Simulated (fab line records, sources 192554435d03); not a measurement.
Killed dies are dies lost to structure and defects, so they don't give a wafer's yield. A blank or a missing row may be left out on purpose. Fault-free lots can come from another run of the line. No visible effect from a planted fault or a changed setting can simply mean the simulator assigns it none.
fab line records + flow n5-finfet
[record]
- lots = 6
- wafers = 18
- last-day = 17
route steps=1938 shown BEOL_M3@981 BEOL_M4@1021 PASSIVATION@1936
lots with no fault: from the same line, run without faults
start-h: start of the lot's first displayed wafer, in hours after the record's first day + wait-h: hours elapsed since this lot's preceding step + " same as the row above + L1.1+2: a single row standing in for several wafers + - no value present, or no start provided + * or withheld: withheld + < > ~ a bound
route shown NAME@n: names a module that has steps shown in the file, with the first one's number in the route + usual: the fault-free wafers' mean and standard deviation + same: alike in all rows + chamber/n: place in a boat + sites: the reading at each site + _std_site: their standard deviation + _edge_site: inner sites' mean taken away from outer sites' mean + radius-mm: for every site, how far away it sits from the centre of the wafer + mask NAME#n: copy n + behind: tool/chamber where the wafer was last shaped + hold: why the lot was held/for how many hours/how that ended + device: whichever transistor did not switch (one of n, p or np) + end of line: tests run on the same wafers once the route is complete + a step given without rows: its recipe and nothing more + killed: dies that structure and defects cost at the first sort, which is not the same as the wafer's yield + map: per-die view of a wafer (x killed, . not killed, _ where there is no die)
set.NAME: setting as actually run; set.NAME@STEP: the setting as run at that earlier step + model.NAME: the simulator's own value behind a step, which no gauge read
lots at selected steps of the route; one table per step, one row per wafer
services: from which hour (start-h, from the record's first day; less than 0 if before it) a tool's chamber was out of use, for how many hours, and why
[[steps]]
[step N5_BEOL_M3_ETCH_41]
[recipe]
- chemistry = CH3F/O2
- target = SiCN
- target-depth-a = 299
- taper-deg = 2
- time-s = 52.5
- ion-energy-ev = 120
- mask-material = TiN
- pressure-mtorr = 30
- source-w = 395
- bias-w = 75
- Ar_flow_sccm = 150
- CH3F_flow_sccm = 30
- O2_flow_sccm = 20
[step N5_BEOL_M3_STRIP_97]
[recipe]
- chemistry = N2/H2
- time-s = 10
- power-w = 450
- temp-c = 40
- pressure-mtorr = 20
- rf-frequency-hz = 6e+07
- bias-power-w = 7
- n2-flow-sccm = 200
- h2-flow-sccm = 200
[step N5_BEOL_M3_OCD_MEAS_38]
[usual]
- trench-depth-nm = 55.7/1.1
| lot.wafer | tool   | chamber | start-h | wait-h | trench-depth-nm |
|-----------|--------|---------|---------|--------|-----------------|
| L183.1    | ocd-02 | -       | 156.25  | -      | 54.5            |
| L183.4    | "      | -       | "       | "      | 55.8            |
| L183.5    | "      | -       | "       | "      | 53.7            |
| L184.3    | ocd-01 | -       | 171.47  | -      | 55.1            |
| L184.4    | "      | -       | "       | "      | 57.2            |
| L184.6    | "      | -       | "       | "      | 55.8            |
| L190.1    | ocd-02 | -       | 197.02  | -      | 53.9            |
| L190.3    | "      | -       | "       | "      | 55.0            |
| L190.6    | "      | -       | "       | "      | 53.8            |
| L193.1    | ocd-02 | -       | 215.01  | -      | 56.1            |
| L193.3    | "      | -       | "       | "      | 54.4            |
| L193.5    | "      | -       | "       | "      | 55.6            |
| L197.2    | ocd-02 | -       | 253.00  | -      | 56.6            |
| L197.3    | "      | -       | "       | "      | 55.4            |
| L197.5    | "      | -       | "       | "      | 57.8            |
| L200.1    | ocd-01 | -       | 291.94  | -      | 54.2            |
| L200.3    | "      | -       | "       | "      | 55.7            |
| L200.5    | "      | -       | "       | "      | 56.0            |
[step N5_BEOL_M3_HM_STRIP_39]
[recipe]
- chemistry = peroxide-tin-strip
- material = TiN
- target-depth-a = 250
- temp-c = 50
- time-s = 158
[step N5_BEOL_M3_SRD_40]
[recipe]
- time-s = 30
- temp-c = 23
- rinse-liquid = diw
- dry = ipa-marangoni
[step N5_BEOL_M3_PRECLEAN_42]
[recipe]
- chemistry = residue-remover
- time-s = 60
- temp-c = 40
[step N5_BEOL_M3_SRD_43]
[recipe]
- time-s = 30
- temp-c = 23
- rinse-liquid = diw
- dry = ipa-marangoni
[step N5_BEOL_M3_CD_MEAS_35]
[recipe]
- target-cd-nm = 18
- target-cd-y-nm = 21
- polarity = opening
[usual]
- cd-nm = 18.1/0.36
| lot.wafer | tool      | chamber | start-h | wait-h | cd-nm |
|-----------|-----------|---------|---------|--------|-------|
| L183.1    | cd-sem-02 | -       | 156.40  | 0.0    | 17.7  |
| L183.4    | "         | -       | "       | "      | 18.1  |
| L183.5    | "         | -       | "       | "      | 17.8  |
| L184.3    | cd-sem-01 | -       | 171.64  | 0.0    | 17.9  |
| L184.4    | "         | -       | "       | "      | 18.1  |
| L184.6    | "         | -       | "       | "      | 18.0  |
| L190.1    | cd-sem-02 | -       | 197.27  | 0.0    | 18.6  |
| L190.3    | "         | -       | "       | "      | 17.8  |
| L190.6    | "         | -       | "       | "      | 18.0  |
| L193.1    | cd-sem-01 | -       | 215.17  | 0.0    | 18.5  |
| L193.3    | "         | -       | "       | "      | 18.4  |
| L193.5    | "         | -       | "       | "      | 18.8  |
| L197.2    | cd-sem-03 | -       | 253.16  | 0.0    | 18.4  |
| L197.3    | "         | -       | "       | "      | 18.1  |
| L197.5    | "         | -       | "       | "      | 18.0  |
| L200.1    | cd-sem-01 | -       | 292.09  | 0.0    | 17.9  |
| L200.3    | "         | -       | "       | "      | 17.7  |
| L200.5    | "         | -       | "       | "      | 18.3  |
[step N5_BEOL_M3_DEGAS_44]
[recipe]
- ambient = vacuum
- temp-c = 250
- time-s = 60
[usual]
- heater-power-w = 335/31
| lot.wafer | tool           | chamber | start-h | wait-h | heater-power-w |
|-----------|----------------|---------|---------|--------|----------------|
| L183.1    | pvd-sputter-03 | -       | 156.78  | 0.4    | 375            |
| L183.4    | "              | -       | "       | "      | 383            |
| L183.5    | "              | -       | "       | "      | 302            |
| L184.3    | pvd-sputter-01 | -       | 171.80  | 0.2    | 352            |
| L184.4    | "              | -       | "       | "      | 283            |
| L184.6    | "              | -       | "       | "      | 340            |
| L190.1    | pvd-sputter-02 | -       | 197.68  | 0.4    | 316            |
| L190.3    | "              | -       | "       | "      | 323            |
| L190.6    | "              | -       | "       | "      | 323            |
| L193.1    | pvd-sputter-03 | -       | 215.52  | 0.4    | 385            |
| L193.3    | "              | -       | "       | "      | 337            |
| L193.5    | "              | -       | "       | "      | 298            |
| L197.2    | pvd-sputter-02 | -       | 253.45  | 0.3    | 368            |
| L197.3    | "              | -       | "       | "      | 325            |
| L197.5    | "              | -       | "       | "      | 362            |
| L200.1    | pvd-sputter-02 | -       | 292.75  | 0.7    | 331            |
| L200.3    | "              | -       | "       | "      | 322            |
| L200.5    | "              | -       | "       | "      | 322            |
[step N5_BEOL_M3_PRE_CLEAN_45]
[recipe]
- gas = H2/He
- time-s = 30
- temp-c = 250
[step N5_BEOL_M3_ALD_84]
[recipe]
- material = TaN
- target-thk-a = *
- temp-c = 275
- ald-precursor-family = PDMAT
- ald-co-reactant = NH3
- pressure-torr = 3
- carrier-flow-sccm = 1500
- pulse-time-s = 2
- purge-time-s = 3
- co-reactant-purge-time-s = 2
- co-reactant-pulse-time-s = 3
- ald-cycles = 30
- precursor-vessel-temp-c = 75
- precursor-vessel-pressure-torr = 26.25
- precursor-vessel-carrier-sccm = 1000
[step N5_BEOL_M3_SURFACE_TREAT_85]
[recipe]
- gas = Ar
- time-s = *
- ion-energy-ev = *
- ion-current-ma-cm2 = 0.5
- pressure-mtorr = *
- ar-flow-sccm = 30
[step N5_BEOL_M3_CVD_47]
[recipe]
- material = Co
- target-thk-a = 30
- temp-c = withheld
- precursor = CCTBA/H2
- pressure-torr = 30
- time-s = 223.8
| lot.wafer | tool      | chamber | start-h | wait-h | since-wet-clean-h |
|-----------|-----------|---------|---------|--------|-------------------|
| L183.1    | cvd-co-01 | 0       | 157.57  | 0.3    | 918               |
| L183.4    | "         | 0       | "       | "      | -                 |
| L183.5    | "         | 2       | "       | "      | -                 |
| L184.3    | cvd-co-01 | 1       | 172.22  | 0.0    | 36                |
| L184.4    | "         | 0       | "       | "      | -                 |
| L184.6    | "         | 2       | "       | "      | -                 |
| L190.1    | cvd-co-02 | 1       | 198.31  | 0.0    | 1177              |
| L190.3    | "         | 2       | "       | "      | 280               |
| L190.6    | "         | 1       | "       | "      | -                 |
| L193.1    | cvd-co-01 | 2       | 216.09  | 0.0    | 517               |
| L193.3    | "         | 0       | "       | "      | 976               |
| L193.5    | "         | 1       | "       | "      | -                 |
| L197.2    | cvd-co-01 | 1       | 253.87  | 0.0    | 117               |
| L197.3    | "         | 0       | "       | "      | 1014              |
| L197.5    | "         | 2       | "       | "      | -                 |
| L200.1    | cvd-co-01 | 2       | 293.17  | 0.0    | 594               |
| L200.3    | "         | 0       | "       | "      | 1053              |
| L200.5    | "         | 2       | "       | "      | -                 |
[step N5_BEOL_M3_SPUTTER_48]
[recipe]
- material = Cu
- target-thk-a = 45
- temp-c = -20
- chamber-pressure-pa = 0.07
- power-w = withheld
- time-s = 8.29
[step N5_BEOL_M3_ANNEAL_49]
[recipe]
- temp-c = 400
- time-s = 240
- ambient = vacuum
[usual]
- heater-power-w = 832/76
| lot.wafer | tool           | chamber | start-h | wait-h | heater-power-w |
|-----------|----------------|---------|---------|--------|----------------|
| L183.1    | pvd-sputter-02 | -       | 159.22  | 0.0    | 778            |
| L183.4    | "              | -       | "       | "      | 808            |
| L183.5    | "              | -       | "       | "      | 806            |
| L184.3    | pvd-sputter-03 | -       | 172.46  | 0.0    | 951            |
| L184.4    | "              | -       | "       | "      | 840            |
| L184.6    | "              | -       | "       | "      | 752            |
| L190.1    | pvd-sputter-02 | -       | 198.56  | 0.0    | 798            |
| L190.3    | "              | -       | "       | "      | 810            |
| L190.6    | "              | -       | "       | "      | 838            |
| L193.1    | pvd-sputter-03 | -       | 216.36  | 0.0    | 836            |
| L193.3    | "              | -       | "       | "      | 739            |
| L193.5    | "              | -       | "       | "      | 737            |
| L197.2    | pvd-sputter-03 | -       | 254.11  | 0.0    | 855            |
| L197.3    | "              | -       | "       | "      | 712            |
| L197.5    | "              | -       | "       | "      | 828            |
| L200.1    | pvd-sputter-02 | -       | 293.45  | 0.0    | 811            |
| L200.3    | "              | -       | "       | "      | 899            |
| L200.5    | "              | -       | "       | "      | 801            |
[step N5_BEOL_M3_SPUTTER_79]
[recipe]
- material = Cu
- target-thk-a = 45
- temp-c = -20
- chamber-pressure-pa = 0.07
- power-w = withheld
- time-s = 8.29
[step N5_BEOL_M3_ANNEAL_80]
[recipe]
- temp-c = 400
- time-s = 240
- ambient = vacuum
[step N5_BEOL_M3_SPUTTER_81]
[recipe]
- material = Cu
- target-thk-a = 45
- temp-c = -20
- chamber-pressure-pa = 0.07
- power-w = withheld
- time-s = 8.29
[step N5_BEOL_M3_ANNEAL_82]
[recipe]
- temp-c = 400
- time-s = 240
- ambient = vacuum
[usual]
- heater-power-w = 833/78
| lot.wafer | tool           | chamber | start-h | wait-h | heater-power-w |
|-----------|----------------|---------|---------|--------|----------------|
| L183.1    | pvd-sputter-02 | -       | 159.66  | 0.0    | 799            |
| L183.4    | "              | -       | "       | "      | 829            |
| L183.5    | "              | -       | "       | "      | 828            |
| L184.3    | pvd-sputter-03 | -       | 172.90  | 0.0    | 975            |
| L184.4    | "              | -       | "       | "      | 810            |
| L184.6    | "              | -       | "       | "      | 738            |
| L190.1    | pvd-sputter-02 | -       | 199.00  | 0.0    | 804            |
| L190.3    | "              | -       | "       | "      | 785            |
| L190.6    | "              | -       | "       | "      | 834            |
| L193.1    | pvd-sputter-03 | -       | 216.80  | 0.0    | 823            |
| L193.3    | "              | -       | "       | "      | 737            |
| L193.5    | "              | -       | "       | "      | 737            |
| L197.2    | pvd-sputter-03 | -       | 254.55  | 0.0    | 835            |
| L197.3    | "              | -       | "       | "      | 750            |
| L197.5    | "              | -       | "       | "      | 840            |
| L200.1    | pvd-sputter-02 | -       | 293.89  | 0.0    | 821            |
| L200.3    | "              | -       | "       | "      | 915            |
| L200.5    | "              | -       | "       | "      | 783            |
[step N5_BEOL_M3_SPUTTER_86]
[recipe]
- material = Cu
- target-thk-a = 45
- temp-c = -20
- chamber-pressure-pa = 0.07
- power-w = withheld
- time-s = 8.29
[step N5_BEOL_M3_ANNEAL_87]
[recipe]
- temp-c = 400
- time-s = 240
- ambient = vacuum
[usual]
- heater-power-w = 832/77
| lot.wafer | tool           | chamber | start-h | wait-h | heater-power-w |
|-----------|----------------|---------|---------|--------|----------------|
| L183.1    | pvd-sputter-02 | -       | 159.88  | 0.0    | 806            |
| L183.4    | "              | -       | "       | "      | 809            |
| L183.5    | "              | -       | "       | "      | 820            |
| L184.3    | pvd-sputter-03 | -       | 173.12  | 0.0    | 969            |
| L184.4    | "              | -       | "       | "      | 812            |
| L184.6    | "              | -       | "       | "      | 751            |
| L190.1    | pvd-sputter-02 | -       | 199.22  | 0.0    | 777            |
| L190.3    | "              | -       | "       | "      | 804            |
| L190.6    | "              | -       | "       | "      | 804            |
| L193.1    | pvd-sputter-03 | -       | 217.02  | 0.0    | 821            |
| L193.3    | "              | -       | "       | "      | 721            |
| L193.5    | "              | -       | "       | "      | 723            |
| L197.2    | pvd-sputter-03 | -       | 254.77  | 0.0    | 810            |
| L197.3    | "              | -       | "       | "      | 749            |
| L197.5    | "              | -       | "       | "      | 843            |
| L200.1    | pvd-sputter-02 | -       | 294.11  | 0.0    | 813            |
| L200.3    | "              | -       | "       | "      | 922            |
| L200.5    | "              | -       | "       | "      | 799            |
[step N5_BEOL_M3_SPUTTER_88]
[recipe]
- material = Cu
- target-thk-a = 45
- temp-c = -20
- chamber-pressure-pa = 0.07
- power-w = withheld
- time-s = 8.29
[step N5_BEOL_M3_ANNEAL_89]
[recipe]
- temp-c = 400
- time-s = 240
- ambient = vacuum
[step N5_BEOL_M3_SPUTTER_90]
[recipe]
- material = Cu
- target-thk-a = 45
- temp-c = -20
- chamber-pressure-pa = 0.07
- power-w = withheld
- time-s = 8.29
[step N5_BEOL_M3_ANNEAL_91]
[recipe]
- temp-c = 400
- time-s = 240
- ambient = vacuum
[step N5_BEOL_M3_SPUTTER_92]
[recipe]
- material = Cu
- target-thk-a = 45
- temp-c = -20
- chamber-pressure-pa = 0.07
- power-w = withheld
- time-s = 8.29
[step N5_BEOL_M3_ANNEAL_93]
[recipe]
- temp-c = 400
- time-s = 240
- ambient = vacuum
[step N5_BEOL_M3_SPUTTER_94]
[recipe]
- material = Cu
- target-thk-a = 45
- temp-c = -20
- chamber-pressure-pa = 0.07
- power-w = withheld
- time-s = 8.29
[step N5_BEOL_M3_ANNEAL_95]
[recipe]
- temp-c = 400
- time-s = 240
- ambient = vacuum
[step N5_BEOL_M3_SPUTTER_96]
[recipe]
- material = Cu
- target-thk-a = 45
- temp-c = -20
- chamber-pressure-pa = 0.07
- power-w = withheld
- time-s = 8.29
[step N5_BEOL_M3_ECD_50]
[recipe]
- material = Cu
- target-thk-a = 3000
[step N5_BEOL_M3_ANNEAL_51]
[recipe]
- temp-c = 225
- time-s = 90
- ambient = N2
[step N5_BEOL_M3_CMP_52]
[recipe]
- stop-on = SiOC
- t-overpolish-s = 6.8
- down-force-psi = 1
- platen-rpm = 50
- clearing-platen-down-force-psi = 1.5
- clearing-platen-rpm = 50
- post-cmp-clean = cu-alkaline
- target-thk-nm = 40
- clearing-platen-pad-velocity-m-s = 0.99484
- pad-velocity-m-s = 0.99484
[step N5_BEOL_M3_THK_MEAS_53]
[recipe]
- thk-meas-gauge = xrf
- reads = Cu_of_BEOL_M3_ECD_50
[usual]
- M3_THK = 39.5/1.6
| lot.wafer | tool          | chamber | start-h | wait-h | M3_THK[nm] |
|-----------|---------------|---------|---------|--------|------------|
| L183.1    | film-metro-01 | -       | 161.74  | -      | 36.2       |
| L183.4    | "             | -       | "       | "      | 39.0       |
| L183.5    | "             | -       | "       | "      | 37.5       |
| L184.3    | film-metro-01 | -       | 174.93  | -      | 38.0       |
| L184.4    | "             | -       | "       | "      | 39.1       |
| L184.6    | "             | -       | "       | "      | 40.5       |
| L190.1    | film-metro-01 | -       | 201.61  | -      | 40.0       |
| L190.3    | "             | -       | "       | "      | 38.0       |
| L190.6    | "             | -       | "       | "      | 42.2       |
| L193.1    | film-metro-01 | -       | 218.83  | -      | 39.8       |
| L193.3    | "             | -       | "       | "      | 36.7       |
| L193.5    | "             | -       | "       | "      | 40.8       |
| L197.2    | film-metro-02 | -       | 257.47  | -      | 39.3       |
| L197.3    | "             | -       | "       | "      | 38.2       |
| L197.5    | "             | -       | "       | "      | 40.3       |
| L200.1    | film-metro-01 | -       | 295.92  | -      | 38.7       |
| L200.3    | "             | -       | "       | "      | 36.5       |
| L200.5    | "             | -       | "       | "      | 38.2       |
[step N5_BEOL_M3_PRE_CLEAN_60]
[recipe]
- gas = NH3/H2
- time-s = 15
- temp-c = *
- rf-power-w = 300
[step N5_BEOL_M3_CO_CAP_55]
[recipe]
- material = Co
- target-thk-a = 20
- temp-c = 200
- precursor = CCTBA/H2
- pressure-torr = 30
- time-s = 102.1
[usual]
- heater-power-w = 232/18
| lot.wafer | tool      | chamber | start-h | wait-h | heater-power-w | since-wet-clean-h |
|-----------|-----------|---------|---------|--------|----------------|-------------------|
| L183.1    | cvd-co-02 | 2       | 161.82  | 0.0    | 253            | 244               |
| L183.4    | "         | 2       | "       | "      | 243            | -                 |
| L183.5    | "         | 1       | "       | "      | 272            | -                 |
| L184.3    | cvd-co-01 | 2       | 175.00  | 0.0    | 219            | 476               |
| L184.4    | "         | 0       | "       | "      | 215            | -                 |
| L184.6    | "         | 1       | "       | "      | 218            | -                 |
| L190.1    | cvd-co-01 | 1       | 201.69  | 0.0    | 217            | 65                |
| L190.3    | "         | 0       | "       | "      | 225            | 962               |
| L190.6    | "         | 2       | "       | "      | 225            | -                 |
| L193.1    | cvd-co-01 | 1       | 218.91  | 0.0    | 216            | 82                |
| L193.3    | "         | 0       | "       | "      | 226            | 979               |
| L193.5    | "         | 0       | "       | "      | 222            | -                 |
| L197.2    | cvd-co-01 | 2       | 257.55  | 0.0    | 221            | 558               |
| L197.3    | "         | 1       | "       | "      | 214            | 121               |
| L197.5    | "         | 2       | "       | "      | 222            | -                 |
| L200.1    | cvd-co-01 | 1       | 296.00  | 0.0    | 220            | 159               |
| L200.3    | "         | 2       | "       | "      | 225            | 597               |
| L200.5    | "         | 2       | "       | "      | 218            | -                 |
[step N5_BEOL_M3_PRE_CLEAN_56]
[recipe]
- gas = NH3
- time-s = 15
- temp-c = withheld
- rf-power-w = 300
[step N5_BEOL_M3_DEP_57]
[recipe]
- material = SiCN
- target-thk-a = 80
- temp-c = withheld
- precursor = 3MS/NH3
- pressure-torr = 3
- rf-w = 202
- time-s = 14
[step N5_BEOL_M3_RS_MEAS_58]
[recipe]
- thk-meas-gauge = four-point-probe
- reads = Co_of_BEOL_M3_CO_CAP_55+Cu_of_BEOL_M3_ECD_50+Co_of_BEOL_M3_CVD_47+TaN_of_BEOL_M3_ALD_84
[usual]
- M3_RS = 0.68/0.035
| lot.wafer | tool          | chamber | start-h | wait-h | M3_RS[ohm/sq] |
|-----------|---------------|---------|---------|--------|---------------|
| L183.1    | film-metro-01 | -       | 162.01  | 0.0    | 0.76          |
| L183.4    | "             | -       | "       | "      | 0.69          |
| L183.5    | "             | -       | "       | "      | 0.72          |
| L184.3    | film-metro-01 | -       | 175.19  | 0.1    | 0.71          |
| L184.4    | "             | -       | "       | "      | 0.69          |
| L184.6    | "             | -       | "       | "      | 0.65          |
| L190.1    | film-metro-01 | -       | 201.87  | 0.0    | 0.68          |
| L190.3    | "             | -       | "       | "      | 0.72          |
| L190.6    | "             | -       | "       | "      | 0.63          |
| L193.1    | film-metro-01 | -       | 219.09  | 0.0    | 0.68          |
| L193.3    | "             | -       | "       | "      | 0.75          |
| L193.5    | "             | -       | "       | "      | 0.66          |
| L197.2    | film-metro-02 | -       | 257.74  | 0.1    | 0.69          |
| L197.3    | "             | -       | "       | "      | 0.71          |
| L197.5    | "             | -       | "       | "      | 0.67          |
| L200.1    | film-metro-01 | -       | 296.18  | 0.0    | 0.70          |
| L200.3    | "             | -       | "       | "      | 0.75          |
| L200.5    | "             | -       | "       | "      | 0.71          |
[step N5_BEOL_M4_ILD_DEP_00]
[recipe]
- material = SiOC
- target-thk-a = 790
- temp-c = 350
- precursor = DEMS/O2
- pressure-torr = 5
- rf-w = 500
- time-s = 15.3
[step N5_BEOL_M4_THK_MEAS_01]
[recipe]
- reads = SiOC_of_BEOL_M4_ILD_DEP_00
[usual]
- M4_ILD_THK = 79.7/1.1
| lot.wafer | tool          | chamber | start-h | wait-h | M4_ILD_THK[nm] |
|-----------|---------------|---------|---------|--------|----------------|
| L183.1    | film-metro-02 | -       | 162.14  | 0.0    | 79.0           |
| L183.4    | "             | -       | "       | "      | 80.7           |
| L183.5    | "             | -       | "       | "      | 78.7           |
| L184.3    | film-metro-01 | -       | 175.32  | 0.1    | 78.3           |
| L184.4    | "             | -       | "       | "      | 79.3           |
| L184.6    | "             | -       | "       | "      | 79.2           |
| L190.1    | film-metro-01 | -       | 202.00  | 0.0    | 80.0           |
| L190.3    | "             | -       | "       | "      | 80.7           |
| L190.6    | "             | -       | "       | "      | 80.8           |
| L193.1    | film-metro-01 | -       | 219.22  | 0.0    | 79.2           |
| L193.3    | "             | -       | "       | "      | 79.9           |
| L193.5    | "             | -       | "       | "      | 80.1           |
| L197.2    | film-metro-01 | -       | 257.89  | 0.1    | 79.3           |
| L197.3    | "             | -       | "       | "      | 81.1           |
| L197.5    | "             | -       | "       | "      | 80.1           |
| L200.1    | film-metro-02 | -       | 296.31  | 0.0    | 78.8           |
| L200.3    | "             | -       | "       | "      | 78.8           |
| L200.5    | "             | -       | "       | "      | 80.8           |
[step N5_PASSIVATION_PROBE_49]
[usual]
- defect-limited-yield = 91.0/1.6
- killed_at_M0_to_M3 = 35/11
- killed_at_M4_up = 14/5.3
- killed-at-contacts = 13/6.7
- killed-at-front-end = 41/12
- killed-at-other = 3.9/2.7
- killed-dies = 106/19
- killed-on-rim = 14/4
- killed-open = 70/14
- killed-short = 35/8.8
- sort_bin_5_function = 5.3/1
- sort_bin_6_memory = 3.3/0.81
- sort-n-pass = 1073/19
- sort-yield-pct = 91.0/1.6
[same]
- gross-dies = 1180
- killed-at-back-side = 0
- sort_bin_4_leakage[%] = 0
- sort_bin_8_speed[%] = 0
| lot.wafer | tool      | chamber | start-h | wait-h | defect-limited-yield[%] | killed_at_M0_to_M3 | killed_at_M4_up | killed-at-contacts | killed-at-front-end | killed-at-other | killed-dies | killed-on-rim | killed-open | killed-short | sort_bin_5_function[%] | sort_bin_6_memory[%] | sort-n-pass | sort-yield-pct[%] |
|-----------|-----------|---------|---------|--------|-------------------------|--------------------|-----------------|--------------------|---------------------|-----------------|-------------|---------------|-------------|--------------|------------------------|----------------------|-------------|-------------------|
| L197.2    | prober-02 | -       | 370.69  | 0.1    | 85.8                    | 101                | 12              | 11                 | 38                  | 5               | 167         | 27            | 63          | 35           | 8.3                    | 3.7                  | 1013        | 85.8              |
| L197.3    | prober-02 | -       | 370.74  | 0.1    | 82.2                    | 154                | 2               | 5                  | 43                  | 6               | 210         | 26            | 53          | 41           | 11.3                   | 3.9                  | 970         | 82.2              |
| L197.5    | prober-02 | -       | 370.84  | 0.2    | 85.6                    | 108                | 11              | 8                  | 42                  | 1               | 170         | 27            | 50          | 32           | 8.2                    | 3.9                  | 1010        | 85.6              |
| L200.1    | prober-02 | -       | 408.95  | 0.0    | 81.6                    | 114                | 28              | 19                 | 51                  | 5               | 217         | 27            | 96          | 33           | 10.6                   | 4.9                  | 963         | 81.6              |
| L200.3    | prober-02 | -       | 409.05  | 0.1    | 78.8                    | 150                | 9               | 22                 | 64                  | 5               | 250         | 35            | 79          | 46           | 14.2                   | 4.4                  | 930         | 78.8              |
| L200.5    | prober-02 | -       | 409.15  | 0.2    | 80.5                    | 121                | 13              | 16                 | 76                  | 4               | 230         | 31            | 95          | 40           | 11.4                   | 5.3                  | 950         | 80.5              |
// killed by level:class
L197.2 BEOL_M3:unspecified=69 BEOL_M3:geometric-particle:open=14 FIN_SAQP:geometric-particle:short=13 MOL_CONTACT_COAG:geometric-particle:open=11 BEOL_M0_SAQP:geometric-particle:short=6 BEOL_M1:geometric-particle:open=6 FIN_SAQP:geometric-particle:open=5 BEOL_M4:geometric-particle:open=5
L197.3 BEOL_M3:unspecified=116 BEOL_M0_SAQP:geometric-particle:short=14 BEOL_M0_SAQP:geometric-particle:open=10 FIN_SAQP:geometric-particle:open=7 STI_FIN_REVEAL:geometric-particle:open=7 GATE_CUT:geometric-particle:open=6 FIN_SAQP:geometric-particle:short=5 GATE_CUT:geometric-particle:short=5
L197.5 BEOL_M3:unspecified=88 STI_FIN_REVEAL:geometric-particle:open=12 FIN_SAQP:geometric-particle:short=7 MOL_CONTACT_COAG:geometric-particle:open=7 STI_FIN_REVEAL:geometric-particle:short=6 BEOL_M8:geometric-particle:open=6 GATE_CUT:geometric-particle:short=5 BEOL_M1:geometric-particle:open=5
L200.1 BEOL_M3:unspecified=85 BEOL_M4:geometric-particle:open=17 MOL_CONTACT_COAG:geometric-particle:open=16 BEOL_M0_SAQP:geometric-particle:open=12 FIN_SAQP:geometric-particle:short=11 STI_FIN_REVEAL:geometric-particle:open=11 DUMMY_GATE:geometric-particle:open=10 STI_FIN_REVEAL:geometric-particle:short=7
L200.3 BEOL_M3:unspecified=117 FIN_SAQP:geometric-particle:short=17 MOL_CONTACT_COAG:geometric-particle:open=17 BEOL_M0_SAQP:geometric-particle:open=13 DUMMY_GATE:geometric-particle:open=10 STI_FIN_REVEAL:geometric-particle:open=10 BEOL_M0_SAQP:geometric-particle:short=10 HKMG_FIN:area-etch=8
L200.5 BEOL_M3:unspecified=95 STI_FIN_REVEAL:geometric-particle:open=33 FIN_SAQP:geometric-particle:short=13 MOL_CONTACT_COAG:geometric-particle:open=13 FIN_SAQP:geometric-particle:open=11 BEOL_M3:geometric-particle:open=8 BEOL_M0_SAQP:geometric-particle:short=5 BEOL_M4:geometric-particle:open=4
// map L197.3 (x killed, . not)
_________________x...........________________
______________.................._____________
___________xxx.....................__________
__________............x............x_________
________...........x....x............._______
_______.x.........x..............x.x...______
______..........x......x..........x....._____
_____......x....x...........x......x..x..____
____.....................x................___
___..x......xx.x..................x....x..x__
___.........x...x......x.x...x....x....xx.x__
__.......................x.....x...x..xx.xxx_
__x......................x.........xxxxxxxxx_
_....x.....x...............x..x...xxxxxxxxxxx
_.x....x............x........xx.xxxxxxxxxxxxx
_.............................x...xxxxxxxxxxx
_...............x.........x......xxxxxxxxxxxx
_......x..x..x....x...............xxxxxxxxxxx
_................x......xx.....xxxxxxxxxxxxxx
_............x............x.......xxxx.xxxxxx
_.....x......x....x..........x.....xx.xxxxx.x
__...x............x...x...x..........xxxxxx._
__x....x.................x...........x.x...._
___.............x........x................x__
___................x..............x........__
____..x.........x.......x.........x.......___
_____....................x...............____
______...x...x.........x........x......._____
_______.x...x........xx...x............______
________.....................x........_______
__________.........................._________
___________........x...............__________
______________...........x....x._____________
_________________.....x......________________
// map L200.3 (x killed, . not)
_________________....x....x..________________
______________...x.............._____________
___________......x....x............__________
__________.........................._________
________.......x........x.xxx........._______
_______...xx....x....xxx...x.......x.xx______
______x................................x_____
_____....x..............x..............x.____
____.x...............x............x.......___
___..xxx........x.....x........x..xx.x..x.x__
___.x..........................x....xxxxxx.__
__x...............x.....x...........xxxxx.xx_
__................................xxxxxxxxxx_
_x...............xx............x.xxxxxxxxxxxx
_xx..x...x.......x..x......x....xxxxxxxxxxxxx
_..........x....x..x.x.x....x..xxxxxxxxxxxxxx
_..............x.........x...x..xxxxxxxxxxxxx
_.x..xx...x........x.....x...x.x.xxxxxxxxxxxx
_......x....................x....xxxxxxxxxxxx
_...x...x.x......................xxxxxxxxxxxx
_.................................xxxxxx.xx..
__.............................x....xxx.x..._
__............x.............xx..xx.x........_
___....x....x..............................__
___x......x....xx..........x..x.x.....xx.x.__
____....xx.x.......................x....x.___
_____.xx..................x..........x.x.____
______..xx...............x.....x.....x.._____
_______.......x...x.x.x.........x....x.______
________.x...........................x_______
__________...............x....x.x..._________
___________...............x........__________
______________..x..x...........x_____________
_________________...........x________________
[[services]]
| tool           | chamber | start-h | hours | kind   |
|----------------|---------|---------|-------|--------|
| pvd-sputter-02 | -       | 189.66  | 6.6   | repair |
| cvd-co-02      | 1       | 205.20  | 2.7   | repair |
| cvd-co-02      | -       | 212.92  | 3.2   | repair |
| cvd-co-02      | -       | 223.41  | 0.7   | repair |
| cvd-co-01      | -       | 272.76  | 6.0   | pm     |
| pvd-sputter-03 | -       | 294.50  | 0.8   | repair |
[[key]]
[first-sign]
- step = N5_PASSIVATION_PROBE_49
- reading = killed_at_M0_to_M3
- direction = up
- sigmas = 7.9
- usual = 35
- struck = 125
[effect]
- step = N5_PASSIVATION_PROBE_49
- reading = killed-dies
- direction = up
- sigmas = 5.2
- usual = 106
- struck = 207
[more-kills-born-at]
- N5_BEOL_M3_CVD_47@cvd-co-01 = 570
met-at N5_BEOL_M3_CVD_47
struck-wafers L197.2,L197.3,L197.5,L200.1,L200.3,L200.5
onset-between 216.09 253.87
also-fits time
[fault]
- kind = chamber-particle-source
- tool = cvd-co-01
- chamber = -
- onset-h = 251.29
- steps = N5_BEOL_M3_CVD_47
- rate-per-visit-cm2 = 0.97028
- end-h = 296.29
